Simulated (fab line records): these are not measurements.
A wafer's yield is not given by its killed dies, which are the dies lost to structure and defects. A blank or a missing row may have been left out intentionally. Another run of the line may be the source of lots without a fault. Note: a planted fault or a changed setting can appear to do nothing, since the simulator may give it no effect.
Which tool is to blame?	flow nand-harc	24 lots with 72 wafers sampled at 6 steps, on a route of 1302 steps

== WHAT EACH GAUGE READ, for each wafer ==
No reading from a measuring or inspecting step in the record can be judged against a usual standard deviation.

== WHICH TOOL RAN EACH LOT (tool, then ch and the chambers of the sampled wafers, then the start) ==
lot	NHARC_A_CHANNEL_FILL_D2_CMP_10	NHARC_A_STAIRCASE_DEP_156	NHARC_A_STAIRCASE_TRIM_14	NHARC_A_STAIRCASE_ETCH_21	NHARC_A_STAIRCASE_TRIM_202	NHARC_A_STAIRCASE_STRIP_205
L074	cmp-03 ch 1,2, day 15 10:20	pecvd-02 ch 0,1, day 15 11:08	rie-diel-04 ch 0,2,3, day 15 20:37 or earlier	rie-diel-07 ch 0,1,2, day 15 20:37 or earlier	rie-diel-07 ch 0,3, day 15 20:37 or earlier	plasma-asher-02 ch 0,1, day 15 20:37
L075	cmp-02 ch 0,1,3, day 15 13:55	pecvd-03 ch 0,2, day 15 14:36	rie-diel-08 ch 0,2,3, day 16 00:21 or earlier	rie-diel-07 ch 0,1, day 16 00:21 or earlier	rie-diel-08 ch 0,1, day 16 00:21 or earlier	plasma-asher-02 ch 0,1, day 16 00:21
L076	cmp-02 ch 0,1,3, day 16 03:35	pecvd-04 ch 1,2, day 16 04:16	rie-diel-04 ch 1,2,3, day 16 13:52 or earlier	rie-diel-04 ch 1,2,3, day 16 13:52 or earlier	rie-diel-04 ch 1,2,3, day 16 13:52 or earlier	plasma-asher-01 ch 0,1, day 16 13:52
L077	cmp-03 ch 1,2,3, day 16 17:36	pecvd-04 ch 1,2, day 16 18:17	rie-diel-04 ch 0,1,2, day 17 03:05 or earlier	rie-diel-07 ch 0,1, day 17 03:05 or earlier	rie-diel-04 ch 0,2,3, day 17 03:05 or earlier	plasma-asher-01 ch 1, day 17 03:05
L078	cmp-03 ch 1,3, day 17 02:52	pecvd-03 ch 1,2, day 17 03:34	rie-diel-07 ch 0,1, day 17 15:15 or earlier	rie-diel-07 ch 0,1,2, day 17 15:15 or earlier	rie-diel-04 ch 0,3, day 17 15:15 or earlier	plasma-asher-01 ch 0,1, day 17 15:15
L079	cmp-01 ch 1,2,3, day 17 07:09	pecvd-04 ch 0,1, day 17 07:50	rie-diel-08 ch 1,2,3, day 17 16:49 or earlier	rie-diel-04 ch 0,2,3, day 17 16:49 or earlier	rie-diel-07 ch 0,2,3, day 17 16:49 or earlier	plasma-asher-01 ch 0,1, day 17 16:49
L081	cmp-02 ch 0,1,2, day 17 18:44	pecvd-02 ch 0,1,2, day 17 19:25	rie-diel-08 ch 0,1,3, day 18 04:52 or earlier	rie-diel-04 ch 1,2,3, day 18 04:52 or earlier	rie-diel-08 ch 0,1,3, day 18 04:52 or earlier	plasma-asher-02 ch 0,1, day 18 04:52
L080	cmp-01 ch 0,1,3, day 17 18:47	pecvd-03 ch 0,1,2, day 17 19:28	rie-diel-07 ch 2,3, day 18 04:53 or earlier	rie-diel-07 ch 0,2,3, day 18 04:53 or earlier	rie-diel-08 ch 0,1,3, day 18 04:53 or earlier	plasma-asher-01 ch 0,1, day 18 04:53
L083	cmp-02 ch 0,1,3, day 18 16:26	pecvd-04 ch 0,1,2, day 18 17:10	rie-diel-04 ch 0,1, day 19 02:44 or earlier	rie-diel-08 ch 0,1,3, day 19 02:44 or earlier	rie-diel-04 ch 1,2,3, day 19 02:44 or earlier	plasma-asher-01 ch 0,1, day 19 02:44
L082	cmp-03 ch 2,3, day 18 16:26	pecvd-02 ch 0,2, day 18 17:08	rie-diel-04 ch 1,2, day 19 02:30 or earlier	rie-diel-04 ch 1,3, day 19 02:30 or earlier	rie-diel-04 ch 0,2, day 19 02:30 or earlier	plasma-asher-01 ch 0,1, day 19 02:30
L084	cmp-03 ch 0,2,3, day 19 19:19	pecvd-03 ch 1,2, day 19 20:08	rie-diel-07 ch 0,1,3, day 20 04:46 or earlier	rie-diel-04 ch 0,2,3, day 20 04:46 or earlier	rie-diel-04 ch 2,3, day 20 04:46 or earlier	plasma-asher-01 ch 0,1, day 20 04:46
L085	cmp-01 ch 0,1,2, day 19 19:22	pecvd-02 ch 0,1,2, day 19 20:04	rie-diel-08 ch 0,1, day 20 05:07 or earlier	rie-diel-07 ch 1,2, day 20 05:07 or earlier	rie-diel-08 ch 2,3, day 20 05:07 or earlier	plasma-asher-01 ch 0,1, day 20 05:07
L086	cmp-02 ch 0,1, day 20 08:23	pecvd-03 ch 0,1,2, day 20 09:04	rie-diel-08 ch 0,3, day 20 18:47 or earlier	rie-diel-08 ch 1,2, day 20 18:47 or earlier	rie-diel-04 ch 0,1,3, day 20 18:47 or earlier	plasma-asher-02 ch 0,1, day 20 18:47
L087	cmp-02 ch 2,3, day 21 04:44	pecvd-04 ch 0,1,2, day 21 05:27	rie-diel-07 ch 0,3, day 21 14:53 or earlier	rie-diel-07 ch 1,2, day 21 14:53 or earlier	rie-diel-04 ch 0,1,2, day 21 14:53 or earlier	plasma-asher-02 ch 0,1, day 21 14:53
L088	cmp-01 ch 0,1,3, day 21 15:17	pecvd-02 ch 0,1, day 21 16:12	rie-diel-04 ch 0,2,3, day 22 02:01 or earlier	rie-diel-08 ch 1,2,3, day 22 02:01 or earlier	rie-diel-07 ch 1,2, day 22 02:01 or earlier	plasma-asher-02 ch 1, day 22 02:01
L089	cmp-02 ch 0,1,2, day 21 15:20	pecvd-02 ch 1,2, day 21 15:58	rie-diel-07 ch 1,2,3, day 22 01:29 or earlier	rie-diel-07 ch 1,2, day 22 01:29 or earlier	rie-diel-08 ch 1,2,3, day 22 01:29 or earlier	plasma-asher-01 ch 0,1, day 22 01:29
L090	cmp-02 ch 0,1,2, day 22 04:28	pecvd-02 ch 1,2, day 22 05:09	rie-diel-07 ch 2,3, day 22 13:51 or earlier	rie-diel-07 ch 0,2, day 22 13:51 or earlier	rie-diel-07 ch 0,3, day 22 13:51 or earlier	plasma-asher-02 ch 0,1, day 22 13:51
L092	cmp-03 ch 0,2, day 22 11:47	pecvd-03 ch 0,2, day 22 12:29	rie-diel-08 ch 0,2,3, day 22 21:43 or earlier	rie-diel-04 ch 0,1,3, day 22 21:43 or earlier	rie-diel-04 ch 0,3, day 22 21:43 or earlier	plasma-asher-02 ch 0,1, day 22 21:43
L091	cmp-01 ch 0,2,3, day 22 11:55	pecvd-02 ch 1,2, day 22 12:37	rie-diel-07 ch 0,1,3, day 22 22:57 or earlier	rie-diel-08 ch 0,2,3, day 22 22:57 or earlier	rie-diel-04 ch 0,2,3, day 22 22:57 or earlier	plasma-asher-02 ch 1, day 22 22:57
L093	cmp-03 ch 2,3, day 23 09:47	pecvd-03 ch 0,1, day 23 10:28	rie-diel-07 ch 1,2,3, day 23 20:24 or earlier	rie-diel-07 ch 0,1,2, day 23 20:24 or earlier	rie-diel-07 ch 2,3, day 23 20:24 or earlier	plasma-asher-01 ch 0,1, day 23 20:24
L094	cmp-01 ch 2,3, day 24 00:06	pecvd-02 ch 0,1,2, day 24 00:45	rie-diel-04 ch 0,3, day 24 09:44 or earlier	rie-diel-08 ch 0,1,2, day 24 09:44 or earlier	rie-diel-08 ch 2,3, day 24 09:44 or earlier	plasma-asher-02 ch 0,1, day 24 09:44
L095	cmp-03 ch 0,1,3, day 24 08:14	pecvd-04 ch 0,1, day 24 08:52	rie-diel-08 ch 2,3, day 24 17:39 or earlier	rie-diel-07 ch 0,1,3, day 24 17:39 or earlier	rie-diel-04 ch 0,2, day 24 17:39 or earlier	plasma-asher-01 ch 0, day 24 17:39
L097	cmp-03 ch 1,2, day 25 07:05	pecvd-03 ch 0,1,2, day 25 07:52	rie-diel-07 ch 1,2, day 25 19:02 or earlier	rie-diel-04 ch 0,3, day 25 19:02 or earlier	rie-diel-07 ch 1,2, day 25 19:02 or earlier	plasma-asher-01 ch 0,1, day 25 19:02
L096	cmp-01 ch 1,2, day 25 07:06	pecvd-04 ch 1,2, day 25 07:47	rie-diel-07 ch 0,1,3, day 25 18:44 or earlier	rie-diel-07 ch 1,2,3, day 25 18:44 or earlier	rie-diel-08 ch 0,3, day 25 18:44 or earlier	plasma-asher-01 ch 0,1, day 25 18:44
- NHARC_A_CHANNEL_FILL_D2_CMP_10: polishes, target thk 150 nm.
- NHARC_A_STAIRCASE_DEP_156: deposits SiNx, target thk 50 nm.
- NHARC_A_STAIRCASE_TRIM_14: chemistry O2, time 211.2 s.
- NHARC_A_STAIRCASE_ETCH_21: etches the open film in C4F8/O2, target depth 100 nm, time 40.5 s.
- NHARC_A_STAIRCASE_TRIM_202: chemistry O2, time 211.2 s.
- NHARC_A_STAIRCASE_STRIP_205: strips in O2.

== WHAT THE TOOLS THEMSELVES READ (means of the sampled wafers that have a number; where no wafer has one, the mark that the record gives instead) ==
NHARC_A_CHANNEL_FILL_D2_CMP_10. Usual: edge-zone-pressure-frac 1.000, standard deviation 0.0048; motor-current-A 11.9 A, standard deviation 1.3; pad-life-wafers 173, standard deviation 120; slurry-flow-ml-min 150.0, standard deviation 0.45; time-to-endpoint-s 15.5 s, standard deviation 2.6.
lot	tool	edge-zone-pressure-frac	motor-current-A (A)	pad-life-wafers	slurry-flow-ml-min	time-to-endpoint-s (s)	flag
L074	cmp-03	1.002	11.2	344	149.5	15.1	
L075	cmp-02	1.002	11.9	37	150.4	18.0	
L076	cmp-02	0.995	11.6	86	150.2	17.5	
L077	cmp-03	0.997	10.9	38	150.0	17.3	
L078	cmp-03	1.003	10.8	74	150.0	16.1	
L079	cmp-01	0.996	11.9	19	149.7	16.1	
L081	cmp-02	1.003	11.6	224	150.1	14.4	
L080	cmp-01	1.001	11.7	68	149.9	15.4	
L083	cmp-02	0.997	11.7	349	150.4	14.2	
L082	cmp-03	0.998	11.1	254	150.1	14.9	
L084	cmp-03	0.998	11.8	386	150.4	16.1	
L085	cmp-01	0.998	11.7	243	150.0	18.1	
L086	cmp-02	1.001	10.3	144	149.9	16.3	
L087	cmp-02	0.992	13.6	211	150.2	16.0	
L088	cmp-01	1.002	11.8	49	150.4	16.4	
L089	cmp-02	1.001	11.2	254	149.6	16.2	
L090	cmp-02	1.000	11.6	319	150.2	19.0	
L092	cmp-03	0.999	13.0	223	150.3	10.4	
L091	cmp-01	0.999	11.6	139	149.8	17.5	
L093	cmp-03	0.998	11.4	308	150.0	15.4	
L094	cmp-01	0.994	12.2	254	149.7	14.0	
L095	cmp-03	0.997	11.7	14	149.9	13.7	
L097	cmp-03	1.000	11.2	114	149.8	13.1	
L096	cmp-01	1.006	12.4	7	150.2	13.4	

NHARC_A_STAIRCASE_DEP_156. Usual: heater-power-w at 693 W, with a standard deviation of 85.
lot	tool	heater-power-w (W)	flag
L074	pecvd-02	662	
L075	pecvd-03	675	
L076	pecvd-04	721	
L077	pecvd-04	672	
L078	pecvd-03	745	
L079	pecvd-04	740	
L081	pecvd-02	673	
L080	pecvd-03	736	
L083	pecvd-04	638	
L082	pecvd-02	707	
L084	pecvd-03	794	
L085	pecvd-02	682	
L086	pecvd-03	753	
L087	pecvd-04	659	
L088	pecvd-02	694	
L089	pecvd-02	695	
L090	pecvd-02	694	
L092	pecvd-03	616	
L091	pecvd-02	639	
L093	pecvd-03	794	
L094	pecvd-02	658	
L095	pecvd-04	728	
L097	pecvd-03	731	
L096	pecvd-04	763	

NHARC_A_STAIRCASE_TRIM_14. Usual: drypump-motor-current-A 5.9 A, standard deviation 0.36; o2-flow-sccm 500.1 sccm, standard deviation 1.4; oes-product-au 0.998 a.u., standard deviation 0.011; rf-vpp-V 57.9 V, standard deviation 0.91; showerhead-plenum-p-Torr 3.56 Torr, standard deviation 0.15; throttle-valve-pct 17.037 %, standard deviation 0.0087.
lot	tool	drypump-motor-current-A (A)	o2-flow-sccm (sccm)	oes-product-au (a.u.)	rf-vpp-V (V)	showerhead-plenum-p-Torr (Torr)	throttle-valve-pct (%)	flag
L074	rie-diel-04	6.0	500.4	1.003	57.6	3.39	17.035	
L075	rie-diel-08	5.9	498.6	0.996	58.5	3.64	17.037	
L076	rie-diel-04	5.9	500.9	0.998	57.8	3.46	17.034	
L077	rie-diel-04	5.9	501.5	1.006	57.5	3.54	17.035	
L078	rie-diel-07	6.0	500.2	0.993	57.3	3.46	17.044	
L079	rie-diel-08	5.8	500.2	1.007	57.6	3.70	17.033	
L081	rie-diel-08	6.0	500.7	1.009	58.3	3.71	17.045	
L080	rie-diel-07	5.8	500.8	0.987	58.9	3.65	17.032	
L083	rie-diel-04	6.0	501.0	1.006	58.0	3.59	17.033	
L082	rie-diel-04	5.9	499.4	0.999	56.7	3.42	17.034	
L084	rie-diel-07	5.7	499.5	0.992	58.0	3.49	17.031	
L085	rie-diel-08	6.1	500.3	1.010	57.4	3.63	17.040	
L086	rie-diel-08	6.0	499.7	1.003	59.2	3.69	17.035	
L087	rie-diel-07	5.4	499.2	0.992	57.4	3.54	17.043	
L088	rie-diel-04	6.0	499.7	1.002	58.3	3.54	17.039	
L089	rie-diel-07	5.7	500.4	0.996	57.6	3.58	17.031	
L090	rie-diel-07	5.7	499.8	0.994	58.0	3.64	17.036	
L092	rie-diel-08	5.9	500.0	1.011	57.5	3.61	17.045	
L091	rie-diel-07	5.8	499.7	0.990	57.5	3.48	17.043	
L093	rie-diel-07	5.6	499.5	0.989	58.0	3.57	17.035	
L094	rie-diel-04	6.1	499.8	0.995	58.1	3.61	17.035	
L095	rie-diel-08	5.7	500.2	0.999	58.3	3.67	17.029	
L097	rie-diel-07	6.0	499.0	0.995	56.9	3.51	17.040	
L096	rie-diel-07	5.7	500.1	0.994	57.4	3.47	17.044	

NHARC_A_STAIRCASE_ETCH_21. Usual: bias-w 1000.1 W, standard deviation 2.9; oes-product-au 0.951 a.u., standard deviation 0.019; rf-vpp-V 897 V, standard deviation 5.2.
lot	tool	bias-w (W)	oes-product-au (a.u.)	rf-vpp-V (V)	flag
L074	rie-diel-07	1001.6	0.956	896	
L075	rie-diel-07	1001.4	0.911	894	
L076	rie-diel-04	1002.7	0.942	894	
L077	rie-diel-07	1002.8	0.959	892	
L078	rie-diel-07	997.7	0.929	895	
L079	rie-diel-04	1000.5	0.961	898	
L081	rie-diel-04	997.9	0.969	893	
L080	rie-diel-07	999.5	0.935	897	
L083	rie-diel-08	1000.2	0.976	902	
L082	rie-diel-04	1000.7	0.946	895	
L084	rie-diel-04	1000.0	0.959	897	
L085	rie-diel-07	1001.0	0.951	896	
L086	rie-diel-08	1003.0	0.951	900	
L087	rie-diel-07	1003.8	0.944	896	
L088	rie-diel-08	999.5	0.926	900	
L089	rie-diel-07	1000.8	0.944	896	
L090	rie-diel-07	999.1	0.934	894	
L092	rie-diel-04	1000.2	0.947	898	
L091	rie-diel-08	999.6	0.978	899	
L093	rie-diel-07	1002.2	0.933	894	
L094	rie-diel-08	998.9	0.965	899	
L095	rie-diel-07	1000.1	0.970	894	
L097	rie-diel-04	1000.8	0.970	899	
L096	rie-diel-07	998.5	0.945	898	

NHARC_A_STAIRCASE_TRIM_202. Usual: drypump-motor-current-A 5.9 A, standard deviation 0.35; o2-flow-sccm 499.8 sccm, standard deviation 1.3; oes-product-au 0.999 a.u., standard deviation 0.01; rf-vpp-V 57.9 V, standard deviation 0.92; showerhead-plenum-p-Torr 3.58 Torr, standard deviation 0.16; throttle-valve-pct 17.036 %, standard deviation 0.0094.
lot	tool	drypump-motor-current-A (A)	o2-flow-sccm (sccm)	oes-product-au (a.u.)	rf-vpp-V (V)	showerhead-plenum-p-Torr (Torr)	throttle-valve-pct (%)	flag
L074	rie-diel-07	5.4	498.6	1.001	57.2	3.57	17.038	
L075	rie-diel-08	6.1	499.4	0.997	58.0	3.65	17.033	
L076	rie-diel-04	5.9	501.7	1.001	58.5	3.46	17.033	
L077	rie-diel-04	6.0	500.7	0.991	58.6	3.56	17.030	
L078	rie-diel-04	6.2	500.4	0.991	58.5	3.72	17.042	
L079	rie-diel-07	5.8	500.3	0.994	57.7	3.56	17.038	
L081	rie-diel-08	6.0	499.3	1.003	58.0	3.71	17.039	
L080	rie-diel-08	6.0	499.3	1.004	57.6	3.71	17.040	
L083	rie-diel-04	5.9	500.0	1.003	57.2	3.45	17.036	
L082	rie-diel-04	5.8	500.4	0.993	57.9	3.47	17.032	
L084	rie-diel-04	6.0	497.9	0.989	57.8	3.47	17.035	
L085	rie-diel-08	5.7	499.5	1.007	58.7	3.62	17.036	
L086	rie-diel-04	6.1	499.1	1.003	58.7	3.60	17.031	
L087	rie-diel-04	5.9	501.0	1.006	57.7	3.52	17.036	
L088	rie-diel-07	6.0	499.0	0.993	57.2	3.53	17.042	
L089	rie-diel-08	5.8	500.1	1.001	58.3	3.68	17.039	
L090	rie-diel-07	5.9	498.5	0.993	57.3	3.45	17.038	
L092	rie-diel-04	6.1	498.7	0.989	57.5	3.61	17.032	
L091	rie-diel-04	6.0	500.3	1.001	57.8	3.53	17.040	
L093	rie-diel-07	5.4	498.4	0.989	57.5	3.62	17.037	
L094	rie-diel-08	5.7	500.1	0.998	58.6	3.67	17.028	
L095	rie-diel-04	6.0	499.4	1.001	58.8	3.61	17.042	
L097	rie-diel-07	6.1	498.9	0.997	58.2	3.57	17.031	
L096	rie-diel-08	5.9	499.3	1.000	59.0	3.67	17.041	

NHARC_A_STAIRCASE_STRIP_205. Usual: drypump-motor-current-A 5.8 A, standard deviation 0.34; heater-power-w 352 W, standard deviation 25.
lot	tool	drypump-motor-current-A (A)	heater-power-w (W)	flag
L074	plasma-asher-02	5.4	323	
L075	plasma-asher-02	5.4	326	
L076	plasma-asher-01	6.1	361	
L077	plasma-asher-01	5.9	384	
L078	plasma-asher-01	6.0	371	
L079	plasma-asher-01	6.1	358	
L081	plasma-asher-02	5.4	328	
L080	plasma-asher-01	6.0	361	
L083	plasma-asher-01	6.0	381	
L082	plasma-asher-01	6.0	378	
L084	plasma-asher-01	6.0	368	
L085	plasma-asher-01	6.1	365	
L086	plasma-asher-02	5.4	327	
L087	plasma-asher-02	5.4	332	
L088	plasma-asher-02	5.3	318	
L089	plasma-asher-01	6.1	365	
L090	plasma-asher-02	5.4	330	
L092	plasma-asher-02	5.4	336	
L091	plasma-asher-02	5.3	316	
L093	plasma-asher-01	6.0	371	
L094	plasma-asher-02	5.4	326	
L095	plasma-asher-01	6.2	344	
L097	plasma-asher-01	6.0	370	
L096	plasma-asher-01	6.1	358	

== THE ANSWER, worked out from the rows above alone ==
Rule: a lot counts as off when the mean over its wafers that have a number is more than 3 standard deviations away from the usual mean. A lot without any number at a reading at which 4 lots or more have one is off too. All remaining lots with rows at the step are treated as sound. After the gauges, taken in route order, come the tools' own readings; for these a lot's mean is taken, as printed above. At the first step where some lot is off, the reading lying furthest off is the one used; lots without a number count as furthest.
No lot is off on any of the readings shown, so nothing can be concluded from this.

== WHAT THE SIMULATOR PUT IN ==
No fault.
